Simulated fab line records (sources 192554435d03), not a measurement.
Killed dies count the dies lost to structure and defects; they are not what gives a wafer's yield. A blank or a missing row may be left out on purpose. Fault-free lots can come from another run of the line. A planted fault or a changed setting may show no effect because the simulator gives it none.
3 desks looking at one fault	flow n5 finfet	every desk sees just its own numbers, and what lay behind them comes last
Where a reading is given only as a bound, like >300, the bound stands for it, and a mean or a difference that rests on one is marked > or <: the true number lies beyond.

FROM THE METROLOGY DESK
Means of the sampled wafers that have a number, per lot and without regard to the tool the lot ran on: this is what the gauges read. Any lot whose mean is over 4 standard deviations away from the usual mean is out of limits and marked OUT; that distance is given in the brackets.
Columns: A = MIM_TOP_OVL at N5_MIM_TOP_LITHO_OVL_MEAS_11, usual -3 nm
lot	first seen here	A
L706	day 13 08:07	-2
L705	day 13 10:21	-6
L704	day 13 10:48	-4
L709	day 13 17:44	-4
L710	day 13 23:00	-6
L712	day 14 11:09	-1
L714	day 15 01:17	-9
L722	day 17 03:46	-6
L720	day 17 09:04	-6
L724	day 17 12:08	-2
L725	day 18 08:53	0
Result from this desk: across the 11 lots, nothing is out of limits.

THE DEFECT DESK
Lot by lot, what the route's inspections counted, given as the mean of those sampled wafers with a number. Any lot whose mean is over 4 standard deviations away from the usual mean is out of limits and marked OUT; that distance is given in the brackets.
Columns: A = raw defect count at N5_MIM_TOP_LITHO_INSPECT_12, usual 2.0
lot	first seen here	A
L706	day 13 08:08	3.7
L705	day 13 10:22	2.0
L704	day 13 10:50	1.7
L709	day 13 17:46	1.3
L710	day 13 23:01	1.3
L712	day 14 11:11	1.7
L714	day 15 01:19	>101 (>+83) OUT
L722	day 17 03:48	3.3
L720	day 17 09:06	1.7
L724	day 17 12:10	1.3
L725	day 18 08:55	2.0
Finding of this desk: L714 out of limits; the first was L714 at day 15 01:19, on raw defect count at N5_MIM_TOP_LITHO_INSPECT_12. L706, L705, L704, L709, L710, L712, L722, L720, L724, L725 stayed within limits.

TOOL OWNER'S DESK, ald hk-01
The tool's own readings at N5_MIM_TOP_ALD_00 (deposits Al2O3, purge time 3 s, co reactant pulse time 3 s): means of the sampled wafers that have a number, for each lot that ran on this tool. Any lot whose mean is over 4 standard deviations away from the usual mean is out of limits and marked OUT; that distance is given in the brackets.
Columns: A = precursor pulse height rel at N5_MIM_TOP_ALD_00, usual 1.000
lot	first seen here	A
L705	day 13 08:42	0.998
L709	day 13 15:52	1.008
L710	day 13 21:11	1.018
L714	day 14 23:56	1.010
L724	day 17 10:46	1.017
L725	day 18 05:56	1.000
Result from this desk: across the 6 lots, nothing is out of limits.

BROUGHT TOGETHER
The defect desk could have raised an alarm at day 15 01:19, on L714.
The metrology desk saw nothing out of limits.
The desk of the tool owner found nothing out of limits.
The metrology desk holds a record of L714, inside its limits.
On record at the tool owner's desk: L714, within its limits.
Of the lots named, all ran N5_MIM_TOP_ALD_00 on ald hk-01.

WHAT THE SIMULATOR PUT IN
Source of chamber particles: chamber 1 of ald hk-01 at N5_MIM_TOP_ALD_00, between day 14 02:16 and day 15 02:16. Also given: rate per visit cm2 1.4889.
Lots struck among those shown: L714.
Hours from the fault's start to each desk's first reading out of limits: the defect desk, 23.
